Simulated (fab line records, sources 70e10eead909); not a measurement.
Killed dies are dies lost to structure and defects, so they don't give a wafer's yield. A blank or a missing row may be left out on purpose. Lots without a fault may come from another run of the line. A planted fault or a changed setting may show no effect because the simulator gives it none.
fab line records | flow nand_harc | part 2 of 2: steps 5 to 6 of 6
record lots=24 wafers=72 last_day=33
route steps=1302 shown A_STAIRCASE@667
lots that met no fault: from a run of the same line without faults
start_h: hours from the record's first day to the start of the lot's first wafer shown | wait_h: hours since the lot's step before | " the same as in the row above | L1.1+2: a row that stands for several wafers | - no value, or no start given | * or withheld: withheld | < > ~ a bound
route shown NAME@n: a module of which the file shows steps, and the number in the route of the first | usual: mean/standard deviation of fault-free wafers | same: alike in all rows | chamber/n: place in a boat | sites: the reading at each site | _std_site: their standard deviation | _edge_site: outer sites' mean less inner sites' | radius_mm: how far each site lies from the wafer's centre | mask NAME#n: copy n | behind: the tool/chamber that last shaped the wafer | hold: why the lot was held/for how many hours/how that ended | device: the transistor (n, p or np) that didn't switch | end of line: the same wafers' tests at the end of the route | a step without rows: its recipe alone | killed: dies lost to structure and defects at the first sort, not the wafer's yield | map: a wafer's dies, x killed, . not, _ none there
set.NAME: the setting as run; set.NAME@STEP: as run at that earlier step | model.NAME: the simulator's own value behind a step, which no gauge read
steps of the route over a sample of lots; a table a step, a row a wafer
services: from which hour (start_h, from the record's first day; less than 0 if before it) a tool's chamber was out of use, for how many hours, and why
## steps
# step NHARC_A_STAIRCASE_STRIP_205
# recipe power_w=1500 temp_c=250 chemistry=O2
# usual drypump_motor_current_A=5.62/0.13 heater_power_w=361/35 temp_c=249.99/0.17
# columns lot.wafer tool chamber start_h wait_h drypump_motor_current_A heater_power_w rf_hours_counter_h temp_c
L074.1 plasma_asher-02 1 359.94 0.1 5.67 400 21 249.74
L074.3 " 1 " " 5.64 404 - 249.83
L074.4 " 0 " " 5.80 362 - 249.92
L075.4 plasma_asher-01 0 378.73 0.2 5.45 325 - 249.85
L075.3 " 1 " " 5.55 329 - 250.04
L075.6 " 0 " " 5.42 329 - 249.97
L077.1 plasma_asher-02 0 378.92 0.1 5.79 369 25 250.03
L077.2 " 1 " " 5.64 411 25 250.02
L077.5 " 1 " " 5.67 399 - 249.86
L076.2 plasma_asher-02 0 384.55 0.1 5.76 376 26 249.93
L076.1 " 1 " " 5.64 404 26 250.09
L076.3 " 0 " " 5.78 383 - 250.41
L079.2 plasma_asher-02 0 400.53 0.1 5.81 374 28 250.14
L079.3 " 1 " " 5.64 405 - 250.27
L079.5 " 1 " " 5.64 401 - 250.33
L078.2 plasma_asher-01 1 405.12 0.1 5.55 324 10 250.21
L078.3 " 0 " " 5.42 319 - 250.04
L078.6 " 0 " " 5.41 332 - 249.91
L080.1 plasma_asher-01 0 413.47 0.1 5.43 328 12 249.71
L080.3 " 1 " " 5.57 326 - 249.89
L080.6 " 0 " " 5.44 324 - 249.97
L081.1 plasma_asher-02 0 420.67 0.1 5.78 370 34 250.10
L081.3 " 0 " " 5.78 375 - 250.11
L081.5 " 0 " " 5.79 372 - 250.07
L083.2 plasma_asher-02 1 456.61 0.1 5.64 406 4 250.20
L083.4 " 1 " " 5.62 406 - 250.11
L083.5 " 1 " " 5.63 394 - 250.42
L082.1 plasma_asher-02 1 463.92 0.1 5.66 417 6 249.84
L082.4 " 1 " " 5.69 408 - 250.18
L082.5 " 1 " " 5.66 405 - 250.15
L084.1 plasma_asher-01 1 470.35 0.1 5.57 320 24 250.03
L084.4 " 0 " " 5.41 325 - 249.94
L084.3 " 1 " " 5.56 328 - 250.13
L085.2 plasma_asher-02 1 470.83 0.1 5.64 400 8 250.16
L085.3 " 0 " " 5.77 356 - 249.86
L085.4 " 1 " " 5.64 401 - 250.20
L088.1 plasma_asher-02 1 494.96 0.1 5.64 410 11 249.82
L088.3 " 0 " " 5.81 361 - 249.87
L088.5 " 1 " " 5.61 421 - 249.83
L086.1 plasma_asher-02 1 495.28 0.2 5.66 413 12 249.74
L086.4 " 0 " " 5.81 364 - 249.93
L086.5 " 1 " " 5.62 406 - 249.83
L089.2 plasma_asher-01 0 508.55 0.1 5.43 327 31 249.99
L089.5 " 1 " " 5.56 331 - 249.88
L089.6 " 0 " " 5.43 323 - 249.96
L087.1 plasma_asher-02 1 521.58 0.1 5.64 413 17 249.99
L087.2 " 0 " " 5.79 365 17 249.85
L087.3 " 1 " " 5.62 410 - 249.82
L091.2 plasma_asher-02 1 527.85 0.9 5.63 410 22 250.12
L091.5 " 1 " " 5.65 416 - 250.31
L091.6 " 0 " " 5.80 380 - 249.88
L090.1 plasma_asher-02 0 528.19 0.5 5.77 366 23 249.84
L090.4 " 1 " " 5.64 425 - 249.64
L090.5 " 0 " " 5.75 371 - 250.11
L092.3 plasma_asher-01 0 550.40 0.2 5.43 316 - 250.35
L092.6 " 1 " " 5.56 336 - 250.02
L092.5 " 0 " " 5.43 325 - 250.39
L094.1 plasma_asher-01 1 575.44 0.1 5.55 328 7 249.86
L094.2 " 0 " " 5.43 323 7 249.95
L094.3 " 0 " " 5.43 316 - 250.20
L096.2 plasma_asher-01 0 575.73 0.2 5.42 312 7 249.85
L096.4 " 0 " " 5.42 316 - 250.33
L096.5 " 0 " " 5.42 313 - 250.23
L093.1 plasma_asher-01 1 578.93 0.1 5.58 332 7 249.94
L093.2 " 0 " " 5.43 317 7 249.94
L093.3 " 1 " " 5.58 334 - 249.77
L095.2 plasma_asher-02 0 582.79 0.2 5.79 363 35 250.07
L095.4 " 1 " " 5.64 415 - 250.14
L095.5 " 0 " " 5.78 368 - 250.09
L097.1 plasma_asher-01 0 588.64 0.1 5.43 315 9 250.10
L097.5 " 0 " " 5.44 318 - 249.97
L097.6 " 1 " " 5.54 334 - 249.80
# step NHARC_A_STAIRCASE_ETCH_227
# recipe target_depth_a=1000 time_s=40.5 ion_energy_ev=400 c4f8_flow_sccm=20 o2_flow_sccm=10 ar_flow_sccm=withheld rf_w=600 bias_w=1000 chemistry=C4F8/O2
# usual oes_product_au=0.946/0.009 rf_vpp_V=895/4.4
# columns lot.wafer tool chamber start_h wait_h oes_product_au rf_hours_counter_h rf_vpp_V
L074.3 rie_diel-01 2 - - 0.919 44 897
L074.4 " 3 " " 0.935 47 901
L074.1 " 0 " " 0.949 49 893
L075.4 rie_diel-01 1 - - 0.941 53 887
L075.3 " 3 " " 0.949 51 901
L075.6 " 2 " " 0.934 - 897
L077.2 rie_diel-04 0 - - 0.949 4 895
L077.1 " 3 " " 0.939 4 889
L077.5 " 0 " " 0.944 - 893
L076.3 rie_diel-07 2 - - 0.948 27 899
L076.2 " 3 " " 0.952 30 897
L076.1 " 0 " " 0.949 26 893
L079.2 rie_diel-07 0 - - 0.945 37 893
L079.3 " 3 " " 0.925 41 897
L079.5 " 0 " " 0.947 - 894
L078.3 rie_diel-04 3 - - 0.945 18 888
L078.2 " 1 " " 0.945 17 895
L078.6 " 0 " " 0.948 - 893
L080.3 rie_diel-07 1 - - 0.946 35 896
L080.1 " 3 " " 0.949 46 898
L080.6 " 1 " " 0.953 - 895
L081.1 rie_diel-07 2 - - 0.965 41 898
L081.3 " 3 " " 0.946 47 898
L081.5 " 2 " " 0.965 - 897
L083.2 rie_diel-07 1 - - 0.949 42 897
L083.4 " 2 " " 0.952 48 898
L083.5 " 0 " " 0.951 - 893
L082.1 rie_diel-01 0 - - 0.940 30 892
L082.4 " 2 " " 0.936 24 896
L082.5 " 0 " " 0.933 - 890
L084.3 rie_diel-01 2 - - 0.943 26 897
L084.1 " 3 " " 0.941 32 900
L084.4 " 1 " " 0.943 25 905
L085.3 rie_diel-04 3 - - 0.945 33 890
L085.4 " 0 " " 0.955 32 893
L085.2 " 1 " " 0.955 33 895
L088.1 rie_diel-07 2 - - 0.958 5 896
L088.3 " 3 " " 0.944 8 898
L088.5 " 2 " " 0.954 - 898
L086.4 rie_diel-01 0 - - 0.938 43 891
L086.1 " 2 " " 0.937 39 895
L086.5 " 3 " " 0.936 - 899
L089.2 rie_diel-04 2 - - 0.952 46 890
L089.5 " 0 " " 0.957 - 891
L089.6 " 1 " " 0.954 - 895
L087.1 rie_diel-01 0 - - 0.924 50 891
L087.2 " 2 " " 0.935 41 895
L087.3 " 3 " " 0.944 51 901
L090.1 rie_diel-01 0 - - 0.963 52 892
L090.4 " 1 " " 0.944 35 905
L090.5 " 2 " " 0.932 - 895
L091.2 rie_diel-04 2 - - 0.942 57 893
L091.5 " 2 " " 0.951 - 888
L091.6 " 3 " " 0.956 - 888
L092.3 rie_diel-01 3 - - 0.950 63 900
L092.5 " 0 " " 0.939 - 892
L092.6 " 1 " " 0.928 - 904
L094.2 rie_diel-07 0 - - 0.950 38 892
L094.1 " 2 " " 0.944 30 895
L094.3 " 3 " " 0.940 37 895
L096.2 rie_diel-04 1 - - 0.953 7 895
L096.4 " 0 " " 0.941 6 892
L096.5 " 1 " " 0.957 - 896
L093.2 rie_diel-01 2 - - 0.942 5 897
L093.1 " 0 " " 0.950 7 891
L093.3 " 1 " " 0.943 5 907
L095.4 rie_diel-07 1 - - 0.963 32 895
L095.2 " 3 " " 0.935 39 896
L095.5 " 2 " " 0.954 - 896
L097.1 rie_diel-07 1 - - 0.948 34 896
L097.5 " 0 " " 0.966 - 892
L097.6 " 1 " " 0.946 - 894
## services
# columns tool chamber start_h hours kind
plasma_asher-02 - 340.77 1.2 repair
rie_diel-07 0 352.47 - clean
rie_diel-07 1 352.47 - clean
rie_diel-04 - 357.29 9.0 pm
rie_diel-01 2 357.92 4.0 repair
rie_diel-04 1 377.71 4.7 repair
rie_diel-01 - 381.75 9.0 pm
rie_diel-07 1 405.40 4.9 repair
rie_diel-01 3 406.68 5.1 repair
plasma_asher-02 - 426.47 9.0 pm
rie_diel-04 2 439.61 1.2 repair
rie_diel-07 - 472.81 9.0 pm
rie_diel-01 1 474.69 16.8 repair
rie_diel-01 0 491.18 4.9 repair
plasma_asher-01 - 494.12 1.4 repair
rie_diel-01 2 514.02 7.7 repair
plasma_asher-01 - 519.56 9.0 pm
rie_diel-04 0 520.71 8.1 repair
rie_diel-04 - 534.29 9.0 pm
rie_diel-01 - 560.44 9.0 pm
rie_diel-04 0 563.20 2.9 repair
plasma_asher-01 - 576.84 1.6 repair
plasma_asher-01 - 580.66 3.7 repair
rie_diel-04 2 588.21 18.9 repair
